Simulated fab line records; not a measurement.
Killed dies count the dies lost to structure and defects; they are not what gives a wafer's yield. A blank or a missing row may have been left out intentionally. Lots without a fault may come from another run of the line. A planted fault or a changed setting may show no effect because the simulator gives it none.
Matching of chambers ; flow nand-harc ; rie-diel-01 running NHARC_A_BONDPAD_ETCH_12: 4 sister chambers
The step etches the open film in CHF3/O2, target depth 220 nm, time 110 s. 20 wafers are shown with their chamber, then 9 later ones without.

## WAFERS PAIRED WITH THEIR CHAMBERS
wafer;chamber;drypump-motor-current-A (A);rf-vpp-V (V);rf-fwd-power-W (W)
L337.4;3;5.5;373.4;494.6
L337.5;2;6.1;366.6;497.1
L337.6;1;6.3;367.1;498.6
L335.2;0;5.3;367.3;498.0
L335.4;2;6.1;367.6;495.6
L335.6;1;6.2;367.4;497.4
L336.1;3;5.6;374.3;497.9
L336.2;0;5.3;367.1;497.0
L336.6;0;5.3;368.0;497.6
L339.2;2;6.1;367.4;494.2
L339.4;0;5.3;367.5;496.0
L339.5;2;6.1;367.0;495.8
L338.1;2;6.1;366.9;495.5
L338.3;0;5.3;367.8;494.8
L338.5;2;6.1;367.4;495.2
L340.4;3;5.6;374.6;495.1
L340.5;3;5.6;373.3;497.5
L340.6;0;5.3;368.1;498.9
L341.4;3;5.6;374.2;496.6
L341.5;2;6.1;368.6;495.7

SIGNATURES (averages over the wafers above)
reading;chamber 0;chamber 1;chamber 2;chamber 3;scatter within a chamber
drypump-motor-current-A;5.300;6.250;6.100;5.580;0.0285
rf-vpp-V;367.633;367.250;367.357;373.960;0.541
rf-fwd-power-W;497.050;498.000;495.586;496.340;1.23
Rule: distance of a wafer from a chamber = root of the sum over the readings of ((wafer's reading minus chamber's mean) / reading's scatter) squared. If the next closest chamber is less than 2 further off than the closest, the wafer can't be placed; otherwise it belongs to the closest. How the scatter is found: for the shown wafers, subtract from each reading the mean of its chamber, square and add these, divide the total by (wafers less chambers), then take the root.

## WAFERS WHOSE CHAMBER IS MISSING
wafer;drypump-motor-current-A (A);rf-vpp-V (V);rf-fwd-power-W (W)
L341.6;5.6;371.9;497.7
L342.1;5.6;372.4;494.6
L342.3;6.3;366.5;498.1
L342.6;5.6;373.5;495.4
L348.1;5.3;366.8;497.2
L348.2;6.2;367.8;496.9
L348.6;6.3;366.4;498.7
L349.1;6.1;367.7;496.4
L349.5;5.6;374.2;497.5

## EACH ONE'S CHAMBER
wafer;from the rows above;in truth
L341.6;3;3
L342.1;3;3
L342.3;1;1
L342.6;3;3
L348.1;0;0
L348.2;can't be placed: 1 or 2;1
L348.6;1;1
L349.1;2;2
L349.5;3;3
Placed correctly: 8 of 9. Cannot be placed on the basis of these rows: 1; the candidates contain the true chamber in 1. 0 placed wrongly.
